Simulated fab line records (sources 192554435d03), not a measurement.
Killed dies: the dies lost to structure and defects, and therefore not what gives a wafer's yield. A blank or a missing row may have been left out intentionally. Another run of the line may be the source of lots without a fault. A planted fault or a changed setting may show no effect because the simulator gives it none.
Which tool is to blame? / flow n5_finfet / 7 lots with 21 wafers sampled at 7 steps, on a route of 1938 steps

WHAT THE GAUGES SHOWED, per wafer
N5_BEOL_M9_CD_MEAS_11 targets a cd of 64.1 nm. Usual: cd_nm at 64.3 nm, with a standard deviation of 0.72.
lot=L189; measured=day 9 17:34; on=cd_sem-01; cd_nm (nm)=66.0 64.8 65.2; flag=
lot=L195; measured=day 10 23:47; on=cd_sem-01; cd_nm (nm)=64.5 64.8 63.9; flag=
lot=L194; measured=day 11 01:59; on=cd_sem-01; cd_nm (nm)=65.7 64.8 65.1; flag=
lot=L196; measured=day 11 02:11; on=cd_sem-03; cd_nm (nm)=72.0 71.6 71.4; flag=OFF
lot=L197; measured=day 11 20:50; on=cd_sem-02; cd_nm (nm)=70.0 69.4 69.1; flag=OFF
lot=L203; measured=day 13 13:31; on=cd_sem-01; cd_nm (nm)=63.2 62.4 63.9; flag=
lot=L206; measured=day 13 18:41; on=cd_sem-03; cd_nm (nm)=64.2 64.0 64.2; flag=

N5_BEOL_M9_CD_MEAS_18: pitch 140 nm, target cd 70 nm. Usual: cd_nm at 70.3 nm, with a standard deviation of 0.79.
lot=L189; measured=day 9 18:12; on=cd_sem-02; cd_nm (nm)=72.0 70.8 71.3; flag=
lot=L195; measured=day 11 00:19; on=cd_sem-03; cd_nm (nm)=71.1 70.8 70.1; flag=
lot=L194; measured=day 11 02:32; on=cd_sem-02; cd_nm (nm)=71.5 70.5 71.6; flag=
lot=L196; measured=day 11 02:57; on=cd_sem-03; cd_nm (nm)=77.5 77.0 76.9; flag=OFF
lot=L197; measured=day 11 21:23; on=cd_sem-02; cd_nm (nm)=75.5 75.6 75.8; flag=OFF
lot=L203; measured=day 13 14:11; on=cd_sem-02; cd_nm (nm)=69.8 68.8 70.0; flag=
lot=L206; measured=day 13 19:13; on=cd_sem-01; cd_nm (nm)=70.8 70.0 70.6; flag=

N5_BEOL_M15_RC_MEAS_101. Usual: COMB_M10 1.5e-11 S/m, standard deviation 3.1e-12; COMB_M11 1.5e-11 S/m, standard deviation 3e-12; COMB_M12 6.7e-12 S/m, standard deviation 1.5e-12; COMB_M13 5.4e-12 S/m, standard deviation 1.2e-12; COMB_M14 4e-12 S/m, standard deviation 8.4e-13; COMB_M15 2.9e-12 S/m, standard deviation 7.9e-13; COMB_M15_max_site 4e-12 S/m, standard deviation 1.2e-12; COMB_M5 3.8e-11 S/m, standard deviation 7.9e-12; COMB_M6 2.6e-11 S/m, standard deviation 5.5e-12; COMB_M7 2.6e-11 S/m, standard deviation 5.2e-12; COMB_M8 2.8e-11 S/m, standard deviation 6.2e-12; COMB_M8_max_site 4e-11 S/m, standard deviation 9.7e-12; COMB_M9 1.5e-11 S/m, standard deviation 3.3e-12; SERP_M10 3.05 ohm/um, standard deviation 0.083; SERP_M11 3.01 ohm/um, standard deviation 0.089; SERP_M12 0.630 ohm/um, standard deviation 0.014; SERP_M13 0.306 ohm/um, standard deviation 0.0067; SERP_M14 0.160 ohm/um, standard deviation 0.0038; SERP_M5 38.9 ohm/um, standard deviation 1.6; SERP_M6 13.6 ohm/um, standard deviation 0.54; SERP_M7 13.8 ohm/um, standard deviation 0.62; SERP_M7_max_site 14.3 ohm/um, standard deviation 0.63; SERP_M8 13.7 ohm/um, standard deviation 0.54; SERP_M9 3.01 ohm/um, standard deviation 0.098; SERP_M9_max_site 3.10 ohm/um, standard deviation 0.099.
lot=L189; measured=day 11 11:17; on=prober-02; COMB_M10 (S/m)=1.6e-11 2.2e-11 1.6e-11; COMB_M11 (S/m)=1.1e-11 1.5e-11 1.7e-11; COMB_M12 (S/m)=7.1e-12 7.4e-12 8.1e-12; COMB_M13 (S/m)=4.3e-12 4.4e-12 6.3e-12; COMB_M14 (S/m)=3.4e-12 4.9e-12 4.3e-12; COMB_M15 (S/m)=3.6e-12 2.9e-12 4.7e-12; COMB_M15_max_site (S/m)=4.3e-12 4.1e-12 7.2e-12; COMB_M5 (S/m)=2.4e-11 3.1e-11 4.6e-11; COMB_M6 (S/m)=2.8e-11 3.3e-11 2.6e-11; COMB_M7 (S/m)=2.5e-11 2.2e-11 2.7e-11; COMB_M8 (S/m)=2.3e-11 3.3e-11 3.9e-11; COMB_M8_max_site (S/m)=3e-11 3.8e-11 6.9e-11; COMB_M9 (S/m)=1.4e-11 1.7e-11 1.4e-11; SERP_M10 (ohm/um)=3.05 2.91 3.05; SERP_M11 (ohm/um)=2.96 2.88 2.89; SERP_M12 (ohm/um)=0.609 0.649 0.660; SERP_M13 (ohm/um)=0.299 0.312 0.309; SERP_M14 (ohm/um)=0.155 0.153 0.157; SERP_M5 (ohm/um)=38.3 37.9 38.1; SERP_M6 (ohm/um)=14.0 13.7 14.1; SERP_M7 (ohm/um)=14.8 14.2 14.2; SERP_M7_max_site (ohm/um)=15.0 14.8 14.8; SERP_M8 (ohm/um)=14.6 14.3 13.7; SERP_M9 (ohm/um)=2.93 3.09 2.94; SERP_M9_max_site (ohm/um)=2.95 3.16 2.96; flag=
lot=L195; measured=day 12 20:10; on=prober-02; COMB_M10 (S/m)=1.4e-11 1.2e-11 1.4e-11; COMB_M11 (S/m)=1.1e-11 1.7e-11 1.6e-11; COMB_M12 (S/m)=6.1e-12 8e-12 7.3e-12; COMB_M13 (S/m)=6.2e-12 7.1e-12 7.3e-12; COMB_M14 (S/m)=3.2e-12 4.7e-12 4.5e-12; COMB_M15 (S/m)=3.2e-12 4.1e-12 3.8e-12; COMB_M15_max_site (S/m)=4.4e-12 6.9e-12 4.7e-12; COMB_M5 (S/m)=3.2e-11 3.5e-11 3.8e-11; COMB_M6 (S/m)=2.4e-11 3e-11 2.6e-11; COMB_M7 (S/m)=3e-11 2.9e-11 2.4e-11; COMB_M8 (S/m)=3.4e-11 2.4e-11 2.4e-11; COMB_M8_max_site (S/m)=4.1e-11 4.1e-11 3.5e-11; COMB_M9 (S/m)=1.5e-11 8e-12 1.8e-11; SERP_M10 (ohm/um)=3.14 2.94 3.09; SERP_M11 (ohm/um)=2.95 3.16 2.91; SERP_M12 (ohm/um)=0.636 0.634 0.631; SERP_M13 (ohm/um)=0.302 0.308 0.300; SERP_M14 (ohm/um)=0.159 0.162 0.162; SERP_M5 (ohm/um)=39.3 38.4 42.0; SERP_M6 (ohm/um)=13.4 12.3 12.7; SERP_M7 (ohm/um)=13.9 14.9 13.7; SERP_M7_max_site (ohm/um)=14.5 15.7 14.4; SERP_M8 (ohm/um)=12.4 13.9 12.6; SERP_M9 (ohm/um)=3.12 2.96 3.04; SERP_M9_max_site (ohm/um)=3.20 3.03 3.10; flag=
lot=L194; measured=day 12 22:26; on=prober-01; COMB_M10 (S/m)=1.1e-11 1.3e-11 1.4e-11; COMB_M11 (S/m)=1.2e-11 1.8e-11 2.4e-11; COMB_M12 (S/m)=5.2e-12 5.9e-12 5.3e-12; COMB_M13 (S/m)=1.7e-12 3.7e-12 4.1e-12; COMB_M14 (S/m)=3.4e-12 4.1e-12 3.1e-12; COMB_M15 (S/m)=2e-12 1.8e-12 2.1e-12; COMB_M15_max_site (S/m)=2.8e-12 2.4e-12 3.9e-12; COMB_M5 (S/m)=2.9e-11 3.9e-11 4e-11; COMB_M6 (S/m)=2.3e-11 2.5e-11 2.3e-11; COMB_M7 (S/m)=2.1e-11 2.6e-11 3.5e-11; COMB_M8 (S/m)=2.6e-11 2.8e-11 3e-11; COMB_M8_max_site (S/m)=4.1e-11 3.4e-11 3.4e-11; COMB_M9 (S/m)=1.3e-11 2.3e-11 1.3e-11; SERP_M10 (ohm/um)=3.03 3.12 3.02; SERP_M11 (ohm/um)=2.98 2.96 2.84; SERP_M12 (ohm/um)=0.652 0.634 0.627; SERP_M13 (ohm/um)=0.309 0.309 0.316; SERP_M14 (ohm/um)=0.157 0.160 0.159; SERP_M5 (ohm/um)=40.3 40.9 38.7; SERP_M6 (ohm/um)=13.7 14.5 13.9; SERP_M7 (ohm/um)=12.7 13.1 14.4; SERP_M7_max_site (ohm/um)=13.0 13.9 14.6; SERP_M8 (ohm/um)=13.5 13.7 13.1; SERP_M9 (ohm/um)=2.96 2.90 3.08; SERP_M9_max_site (ohm/um)=3.07 2.96 3.15; flag=
lot=L196; measured=day 13 03:25; on=prober-02; COMB_M10 (S/m)=1.9e-11 1.5e-11 2e-11; COMB_M11 (S/m)=1.5e-11 1.3e-11 1.4e-11; COMB_M12 (S/m)=5.7e-12 1.02e-11 6.9e-12; COMB_M13 (S/m)=6.2e-12 4.2e-12 6.2e-12; COMB_M14 (S/m)=5e-12 4.5e-12 4.2e-12; COMB_M15 (S/m)=3.2e-12 3e-12 2.3e-12; COMB_M15_max_site (S/m)=3.6e-12 3.5e-12 3.3e-12; COMB_M5 (S/m)=4.6e-11 4.7e-11 5.4e-11; COMB_M6 (S/m)=2.5e-11 2.3e-11 1.9e-11; COMB_M7 (S/m)=3.4e-11 2.9e-11 2.9e-11; COMB_M8 (S/m)=2.4e-11 2.3e-11 2.4e-11; COMB_M8_max_site (S/m)=3.6e-11 3.1e-11 2.9e-11; COMB_M9 (S/m)=1.6e-11 1.7e-11 2e-11; SERP_M10 (ohm/um)=3.11 3.15 3.17; SERP_M11 (ohm/um)=3.17 3.02 3.07; SERP_M12 (ohm/um)=0.633 0.620 0.639; SERP_M13 (ohm/um)=0.306 0.316 0.312; SERP_M14 (ohm/um)=0.157 0.163 0.157; SERP_M5 (ohm/um)=42.9 39.3 38.4; SERP_M6 (ohm/um)=14.0 14.4 13.9; SERP_M7 (ohm/um)=14.0 12.9 13.6; SERP_M7_max_site (ohm/um)=14.3 13.6 14.6; SERP_M8 (ohm/um)=13.2 13.3 13.7; SERP_M9 (ohm/um)=2.59 2.69 2.66; SERP_M9_max_site (ohm/um)=2.70 2.78 2.79; flag=OFF
lot=L197; measured=day 13 20:33; on=prober-01; COMB_M10 (S/m)=1.1e-11 1e-11 1.5e-11; COMB_M11 (S/m)=1.3e-11 1.2e-11 1.2e-11; COMB_M12 (S/m)=6.8e-12 9.1e-12 8.9e-12; COMB_M13 (S/m)=4.3e-12 4.6e-12 2.8e-12; COMB_M14 (S/m)=3.4e-12 4.4e-12 4.8e-12; COMB_M15 (S/m)=2.3e-12 3.2e-12 2.8e-12; COMB_M15_max_site (S/m)=3.7e-12 4.6e-12 4.6e-12; COMB_M5 (S/m)=3.7e-11 4.1e-11 3.2e-11; COMB_M6 (S/m)=2.4e-11 2.2e-11 2.3e-11; COMB_M7 (S/m)=2.5e-11 2e-11 3.1e-11; COMB_M8 (S/m)=1.6e-11 2.2e-11 2.1e-11; COMB_M8_max_site (S/m)=2.2e-11 3e-11 2.9e-11; COMB_M9 (S/m)=1.8e-11 1.5e-11 1.3e-11; SERP_M10 (ohm/um)=2.93 3.03 3.11; SERP_M11 (ohm/um)=2.94 2.89 2.89; SERP_M12 (ohm/um)=0.668 0.634 0.611; SERP_M13 (ohm/um)=0.316 0.303 0.308; SERP_M14 (ohm/um)=0.160 0.157 0.160; SERP_M5 (ohm/um)=40.4 40.6 42.6; SERP_M6 (ohm/um)=14.6 14.1 13.7; SERP_M7 (ohm/um)=13.8 13.6 13.5; SERP_M7_max_site (ohm/um)=14.2 14.4 13.9; SERP_M8 (ohm/um)=13.8 13.4 13.1; SERP_M9 (ohm/um)=2.69 2.68 2.60; SERP_M9_max_site (ohm/um)=2.76 2.71 2.75; flag=OFF
lot=L203; measured=day 15 10:19; on=prober-02; COMB_M10 (S/m)=1.9e-11 2e-11 1.5e-11; COMB_M11 (S/m)=1.7e-11 1.9e-11 1.4e-11; COMB_M12 (S/m)=7.9e-12 5.9e-12 8.8e-12; COMB_M13 (S/m)=6.3e-12 6.6e-12 6e-12; COMB_M14 (S/m)=4.6e-12 3.1e-12 4.4e-12; COMB_M15 (S/m)=3.5e-12 3.5e-12 4.4e-12; COMB_M15_max_site (S/m)=4e-12 4.7e-12 7.2e-12; COMB_M5 (S/m)=4.3e-11 3.7e-11 3.6e-11; COMB_M6 (S/m)=2.7e-11 2.3e-11 3.6e-11; COMB_M7 (S/m)=2.3e-11 3.2e-11 3.3e-11; COMB_M8 (S/m)=3.5e-11 2.8e-11 2.7e-11; COMB_M8_max_site (S/m)=6e-11 4.6e-11 3.5e-11; COMB_M9 (S/m)=1.8e-11 1.4e-11 1.6e-11; SERP_M10 (ohm/um)=3.04 3.06 3.14; SERP_M11 (ohm/um)=3.14 3.12 2.83; SERP_M12 (ohm/um)=0.637 0.619 0.640; SERP_M13 (ohm/um)=0.302 0.303 0.311; SERP_M14 (ohm/um)=0.161 0.157 0.161; SERP_M5 (ohm/um)=38.6 38.3 38.9; SERP_M6 (ohm/um)=13.4 13.7 13.4; SERP_M7 (ohm/um)=14.5 14.1 14.0; SERP_M7_max_site (ohm/um)=15.2 14.7 14.6; SERP_M8 (ohm/um)=13.2 13.2 14.2; SERP_M9 (ohm/um)=2.98 3.05 2.98; SERP_M9_max_site (ohm/um)=3.03 3.10 3.03; flag=
lot=L206; measured=day 15 23:48; on=prober-02; COMB_M10 (S/m)=1.1e-11 1.3e-11 1.7e-11; COMB_M11 (S/m)=2.1e-11 1.1e-11 1.2e-11; COMB_M12 (S/m)=6.7e-12 6.5e-12 6.1e-12; COMB_M13 (S/m)=5.2e-12 4.2e-12 4.9e-12; COMB_M14 (S/m)=4e-12 4.3e-12 4.6e-12; COMB_M15 (S/m)=4e-12 3.8e-12 3.1e-12; COMB_M15_max_site (S/m)=5.4e-12 8e-12 5.5e-12; COMB_M5 (S/m)=3.7e-11 4.1e-11 3.5e-11; COMB_M6 (S/m)=3.1e-11 3.1e-11 2.8e-11; COMB_M7 (S/m)=2e-11 2e-11 2.2e-11; COMB_M8 (S/m)=3.2e-11 3.5e-11 2.8e-11; COMB_M8_max_site (S/m)=5e-11 4.6e-11 3.4e-11; COMB_M9 (S/m)=1.7e-11 1.3e-11 1.7e-11; SERP_M10 (ohm/um)=3.08 3.17 3.13; SERP_M11 (ohm/um)=3.00 3.06 3.13; SERP_M12 (ohm/um)=0.620 0.633 0.634; SERP_M13 (ohm/um)=0.296 0.315 0.309; SERP_M14 (ohm/um)=0.155 0.161 0.158; SERP_M5 (ohm/um)=40.7 39.4 39.1; SERP_M6 (ohm/um)=13.7 13.7 14.1; SERP_M7 (ohm/um)=15.2 14.1 14.2; SERP_M7_max_site (ohm/um)=15.6 14.9 14.8; SERP_M8 (ohm/um)=13.8 13.6 15.2; SERP_M9 (ohm/um)=3.01 2.94 2.99; SERP_M9_max_site (ohm/um)=3.07 3.01 3.09; flag=

EACH LOT AND THE TOOL THAT RAN IT (in order: tool; ch and the chambers of the sampled wafers; start)
lot=L189; N5_BEOL_M8_CURE_75=uv_cure-03 ch 2, day 9 11:29; N5_BEOL_M9_EXPOSE_08=arfi_scanner-03 ch 0, day 9 17:27; N5_BEOL_M9_ETCH_61=rie_diel-04 ch 0,1,3, day 9 17:47; N5_BEOL_M9_STRIP_67=rie_diel-04 ch 0,1,3, day 9 17:59
lot=L195; N5_BEOL_M8_CURE_75=uv_cure-02 ch 2, day 10 19:12; N5_BEOL_M9_EXPOSE_08=arfi_scanner-03 ch 0, day 10 23:40; N5_BEOL_M9_ETCH_61=rie_diel-04 ch 0,1, day 10 23:54; N5_BEOL_M9_STRIP_67=rie_diel-04 ch 0,1, day 11 00:05
lot=L194; N5_BEOL_M8_CURE_75=uv_cure-01 ch 0, day 10 21:54; N5_BEOL_M9_EXPOSE_08=arfi_scanner-01 ch 0, day 11 01:51; N5_BEOL_M9_ETCH_61=rie_diel-04 ch 0,1, day 11 02:06; N5_BEOL_M9_STRIP_67=rie_diel-04 ch 0,1, day 11 02:18
lot=L196; N5_BEOL_M8_CURE_75=uv_cure-03 ch 2, day 10 22:28; N5_BEOL_M9_EXPOSE_08=arfi_scanner-03 ch 0, day 11 02:03; N5_BEOL_M9_ETCH_61=rie_diel-04 ch 0,3, day 11 02:32; N5_BEOL_M9_STRIP_67=rie_diel-04 ch 0,3, day 11 02:44
lot=L197; N5_BEOL_M8_CURE_75=uv_cure-03 ch 0, day 11 14:35; N5_BEOL_M9_EXPOSE_08=arfi_scanner-03 ch 0, day 11 20:43; N5_BEOL_M9_ETCH_61=rie_diel-02 ch 0,1,2, day 11 20:58; N5_BEOL_M9_STRIP_67=rie_diel-02 ch 0,1,2, day 11 21:10
lot=L203; N5_BEOL_M8_CURE_75=uv_cure-02 ch 0, day 13 07:45; N5_BEOL_M9_EXPOSE_08=arfi_scanner-02 ch 0, day 13 13:24; N5_BEOL_M9_ETCH_61=rie_diel-01 ch 0,2,3, day 13 13:39; N5_BEOL_M9_STRIP_67=rie_diel-01 ch 0,2,3, day 13 13:50
lot=L206; N5_BEOL_M8_CURE_75=uv_cure-02 ch 2, day 13 13:22; N5_BEOL_M9_EXPOSE_08=arfi_scanner-02 ch 0, day 13 18:33; N5_BEOL_M9_ETCH_61=rie_diel-02 ch 0,1,2, day 13 18:48; N5_BEOL_M9_STRIP_67=rie_diel-02 ch 0,1,2, day 13 19:00
- N5_BEOL_M8_CURE_75: cures SiCOH lowk, time 120 s.
- N5_BEOL_M9_EXPOSE_08: exposes mask M9.
- N5_BEOL_M9_ETCH_61: etches SiARC in CF4, target depth 39 nm, time 65 s.
- N5_BEOL_M9_STRIP_67: strips in CF4.

AS READ BY THE TOOLS THEMSELVES (means over the sampled wafers that have a number; for cases with no such wafer, the mark the record gives instead)
N5_BEOL_M8_CURE_75. Usual: lamp_power_pct 52.31 %, standard deviation 0.057; wafer_temp_C_max 372.0, standard deviation 0.57.
lot=L189; tool=uv_cure-03; lamp_power_pct (%)=52.35; wafer_temp_C_max=371.6; flag=
lot=L195; tool=uv_cure-02; lamp_power_pct (%)=52.26; wafer_temp_C_max=372.3; flag=
lot=L194; tool=uv_cure-01; lamp_power_pct (%)=52.29; wafer_temp_C_max=371.3; flag=
lot=L196; tool=uv_cure-03; lamp_power_pct (%)=52.35; wafer_temp_C_max=371.2; flag=
lot=L197; tool=uv_cure-03; lamp_power_pct (%)=52.36; wafer_temp_C_max=371.4; flag=
lot=L203; tool=uv_cure-02; lamp_power_pct (%)=52.32; wafer_temp_C_max=372.1; flag=
lot=L206; tool=uv_cure-02; lamp_power_pct (%)=52.31; wafer_temp_C_max=372.5; flag=

N5_BEOL_M9_EXPOSE_08. Usual: exposure_dose_mJ_cm2 at 53.71, with a standard deviation of 0.055.
lot=L189 tool=arfi_scanner-03 exposure_dose_mJ_cm2=53.71 flag=
lot=L195 tool=arfi_scanner-03 exposure_dose_mJ_cm2=53.70 flag=
lot=L194 tool=arfi_scanner-01 exposure_dose_mJ_cm2=53.76 flag=
lot=L196 tool=arfi_scanner-03 exposure_dose_mJ_cm2=61.02 flag=OFF
lot=L197 tool=arfi_scanner-03 exposure_dose_mJ_cm2=59.68 flag=OFF
lot=L203 tool=arfi_scanner-02 exposure_dose_mJ_cm2=53.74 flag=
lot=L206 tool=arfi_scanner-02 exposure_dose_mJ_cm2=53.67 flag=

N5_BEOL_M9_ETCH_61. Usual: for chamber_pressure_mTorr, 40.00 mTorr with a standard deviation of 0.038; for drypump_motor_current_A, 5.4 A with a standard deviation of 0.48; for etch_rf_on_time_s, 64.0 s with a standard deviation of 1.6; for oes_product_au, 0.70 a.u. with a standard deviation of 0.088; for rf_vpp_V, 184.4 V with a standard deviation of 1.2; for showerhead_plenum_p_Torr, 2.16 Torr with a standard deviation of 0.073; for throttle_valve_pct, 15.5 % with a standard deviation of 0.31.
lot=L189; tool=rie_diel-04; chamber_pressure_mTorr (mTorr)=40.00; drypump_motor_current_A (A)=5.5; etch_rf_on_time_s (s)=64.6; oes_product_au (a.u.)=0.74; rf_vpp_V (V)=183.7; showerhead_plenum_p_Torr (Torr)=2.11; throttle_valve_pct (%)=15.5; flag=
lot=L195; tool=rie_diel-04; chamber_pressure_mTorr (mTorr)=39.98; drypump_motor_current_A (A)=5.2; etch_rf_on_time_s (s)=63.7; oes_product_au (a.u.)=0.80; rf_vpp_V (V)=184.5; showerhead_plenum_p_Torr (Torr)=2.15; throttle_valve_pct (%)=15.3; flag=
lot=L194; tool=rie_diel-04; chamber_pressure_mTorr (mTorr)=40.02; drypump_motor_current_A (A)=5.2; etch_rf_on_time_s (s)=63.2; oes_product_au (a.u.)=0.80; rf_vpp_V (V)=184.1; showerhead_plenum_p_Torr (Torr)=2.15; throttle_valve_pct (%)=15.3; flag=
lot=L196; tool=rie_diel-04; chamber_pressure_mTorr (mTorr)=39.99; drypump_motor_current_A (A)=5.6; etch_rf_on_time_s (s)=64.3; oes_product_au (a.u.)=0.71; rf_vpp_V (V)=183.0; showerhead_plenum_p_Torr (Torr)=2.08; throttle_valve_pct (%)=15.6; flag=
lot=L197; tool=rie_diel-02; chamber_pressure_mTorr (mTorr)=40.01; drypump_motor_current_A (A)=5.7; etch_rf_on_time_s (s)=65.6; oes_product_au (a.u.)=0.66; rf_vpp_V (V)=184.6; showerhead_plenum_p_Torr (Torr)=2.18; throttle_valve_pct (%)=15.5; flag=
lot=L203; tool=rie_diel-01; chamber_pressure_mTorr (mTorr)=40.02; drypump_motor_current_A (A)=5.5; etch_rf_on_time_s (s)=63.9; oes_product_au (a.u.)=0.62; rf_vpp_V (V)=184.7; showerhead_plenum_p_Torr (Torr)=2.19; throttle_valve_pct (%)=15.7; flag=
lot=L206; tool=rie_diel-02; chamber_pressure_mTorr (mTorr)=40.02; drypump_motor_current_A (A)=5.7; etch_rf_on_time_s (s)=65.5; oes_product_au (a.u.)=0.64; rf_vpp_V (V)=184.7; showerhead_plenum_p_Torr (Torr)=2.17; throttle_valve_pct (%)=15.5; flag=

N5_BEOL_M9_STRIP_67. Usual: for chamber_pressure_mTorr, 50.00 mTorr with a standard deviation of 0.046; for drypump_motor_current_A, 5.4 A with a standard deviation of 0.48; for oes_product_au, 0.81 a.u. with a standard deviation of 0.097; for power_w, 300.0 W with a standard deviation of 0.95; for rf_vpp_V, 271.5 V with a standard deviation of 1.5; for showerhead_plenum_p_Torr, 1.81 Torr with a standard deviation of 0.06; for throttle_valve_pct, 13.5 % with a standard deviation of 0.34.
lot=L189; tool=rie_diel-04; chamber_pressure_mTorr (mTorr)=50.00; drypump_motor_current_A (A)=5.5; oes_product_au (a.u.)=0.86; power_w (W)=299.1; rf_vpp_V (V)=271.1; showerhead_plenum_p_Torr (Torr)=1.77; throttle_valve_pct (%)=13.5; flag=
lot=L195; tool=rie_diel-04; chamber_pressure_mTorr (mTorr)=50.04; drypump_motor_current_A (A)=5.2; oes_product_au (a.u.)=0.93; power_w (W)=300.2; rf_vpp_V (V)=271.0; showerhead_plenum_p_Torr (Torr)=1.81; throttle_valve_pct (%)=13.2; flag=
lot=L194; tool=rie_diel-04; chamber_pressure_mTorr (mTorr)=50.00; drypump_motor_current_A (A)=5.2; oes_product_au (a.u.)=0.93; power_w (W)=300.0; rf_vpp_V (V)=271.1; showerhead_plenum_p_Torr (Torr)=1.81; throttle_valve_pct (%)=13.2; flag=
lot=L196; tool=rie_diel-04; chamber_pressure_mTorr (mTorr)=50.00; drypump_motor_current_A (A)=5.6; oes_product_au (a.u.)=0.82; power_w (W)=300.9; rf_vpp_V (V)=270.7; showerhead_plenum_p_Torr (Torr)=1.75; throttle_valve_pct (%)=13.6; flag=
lot=L197; tool=rie_diel-02; chamber_pressure_mTorr (mTorr)=50.04; drypump_motor_current_A (A)=5.7; oes_product_au (a.u.)=0.78; power_w (W)=299.3; rf_vpp_V (V)=271.7; showerhead_plenum_p_Torr (Torr)=1.82; throttle_valve_pct (%)=13.5; flag=
lot=L203; tool=rie_diel-01; chamber_pressure_mTorr (mTorr)=50.00; drypump_motor_current_A (A)=5.5; oes_product_au (a.u.)=0.72; power_w (W)=300.5; rf_vpp_V (V)=271.4; showerhead_plenum_p_Torr (Torr)=1.83; throttle_valve_pct (%)=13.7; flag=
lot=L206; tool=rie_diel-02; chamber_pressure_mTorr (mTorr)=49.98; drypump_motor_current_A (A)=5.7; oes_product_au (a.u.)=0.76; power_w (W)=300.0; rf_vpp_V (V)=271.4; showerhead_plenum_p_Torr (Torr)=1.81; throttle_valve_pct (%)=13.5; flag=

THE ANSWER, worked out from the rows above alone
Rule: lot off if the mean of its wafers having a number is beyond 3 standard deviations from the usual mean. A lot without any number at a reading at which 4 lots or more have one is off too. Where the step has rows for the other lots, those lots are counted as sound. The gauges are gone through in route order, then the tools' own readings, and for those a lot's mean is taken as printed above. The first step at which some lot is off is used, and at that step the reading that is off furthest; a lot without a number counts as furthest.
Off: L196, L197 (N5_BEOL_M9_CD_MEAS_11, cd_nm).
A tool fits if, at a process step before that reading, it ran every lot that is off, and no sound lot after the first of them. The gauges at N5_BEOL_M9_CD_MEAS_11 aren't tried: what is off there is off at N5_BEOL_M15_RC_MEAS_101 too, on other tools, and a gauge's error can't cause that. Undecided on this evidence; 2 tools fit (uv_cure-03 at N5_BEOL_M8_CURE_75, arfi_scanner-03 at N5_BEOL_M9_EXPOSE_08).

WHAT WAS PUT IN BY THE SIMULATOR
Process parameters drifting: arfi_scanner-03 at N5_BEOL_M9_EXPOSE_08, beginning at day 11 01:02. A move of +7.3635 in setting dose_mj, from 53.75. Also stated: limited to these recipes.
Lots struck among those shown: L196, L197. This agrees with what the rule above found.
